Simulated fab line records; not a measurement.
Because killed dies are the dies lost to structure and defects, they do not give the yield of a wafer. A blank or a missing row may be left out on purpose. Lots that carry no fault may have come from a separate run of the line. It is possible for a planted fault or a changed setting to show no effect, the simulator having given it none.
Split-lot trial	flow n5 finfet	21 wafers read from 7 lots, route of 1938 steps

== THE SPLIT ITSELF ==
At N5_BEOL_M14_EXPOSE_07 (exposes mask V13), the setting dose mj was moved away from the recipe's 57 on 7 of the 21 wafers read, by -4.8% to +4.7%. This setting was run at the recipe's value on the other wafers.

== FROM THE SPLIT TO THE READING: what the file shows between them, 3 steps ==
- N5_BEOL_M14_PEB_08: peb time 90 s
- N5_BEOL_M14_DEVELOP_09: develop time 45 s
- N5_BEOL_M14_HARDBAKE_14: time 120 s

== THE READING ==
Shown in nm: cd nm at N5_BEOL_M14_CD_MEAS_10, with target cd 250 nm. Typical for fault-free wafers on this fab line: 250.1 nm, with standard deviation 1.5 nm.

wafer	tool, chamber at the split	dose mj as run	against the recipe	cd nm, nm	against lot-mates on the recipe
L076.2	krf scanner-02, 0	57	recipe	249.4	-
L076.3	krf scanner-02, 0	57	recipe	249.2	-
L076.6	krf scanner-02, 0	57	recipe	250.6	-
L077.1	krf scanner-02, 0	54.24	-4.8%	244.8	-5.6
L077.3	krf scanner-02, 0	54.24	-4.8%	242.5	-7.9
L077.5	krf scanner-02, 0	57	recipe	250.4	-
L090.2	krf scanner-01, 0	57	recipe	249.2	-
L090.3	krf scanner-01, 0	59.66	+4.7%	256.7	+7.5
L090.6	krf scanner-01, 0	59.66	+4.7%	256.1	+6.9
L089.1	krf scanner-02, 0	57	recipe	247.5	-
L089.4	krf scanner-02, 0	57	recipe	250.6	-
L089.5	krf scanner-02, 0	57	recipe	247.2	-
L095.1	krf scanner-01, 0	57	recipe	249.8	-
L095.2	krf scanner-01, 0	57	recipe	249.4	-
L095.5	krf scanner-01, 0	57	recipe	249.7	-
L094.1	krf scanner-02, 0	58.51	+2.6%	253.7	+2.1
L094.2	krf scanner-02, 0	57	recipe	252.7	-
L094.3	krf scanner-02, 0	57	recipe	250.6	-
L097.4	krf scanner-01, 0	59.59	+4.5%	256.2	+5.0
L097.5	krf scanner-01, 0	59.59	+4.5%	256.9	+5.7
L097.6	krf scanner-01, 0	57	recipe	251.2	-

FIT RESULTS
A straight line over all 21 wafers: cd nm changes by +1.38 nm for each +1% of dose mj; r = +0.95; the points scatter about the line by 1.2 nm.
The same after taking each lot's own level away (the mean of its wafers on the recipe; 21 wafers): +1.35 nm for each +1%; r = +0.96; scatter 0.99 nm.
On that fit, the largest move of dose mj shifts the reading by 6.5 nm.
Measured against the standard deviation above, the lots' own levels, which go from 248.43 to 251.65 nm, span 2.1 times it.
The two slopes are in agreement: the lot-to-lot level therefore moves the slope only a little.
Check: with one of the wafers moved furthest among these (-4.8%) left out of the fit, the line predicts -7 nm for it against its lot-mates. Against them it came out at -5.6 nm.

== THE FILE'S OWN FIT ==
cd nm changes by +1.32 nm for each +1% of dose mj, r = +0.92.
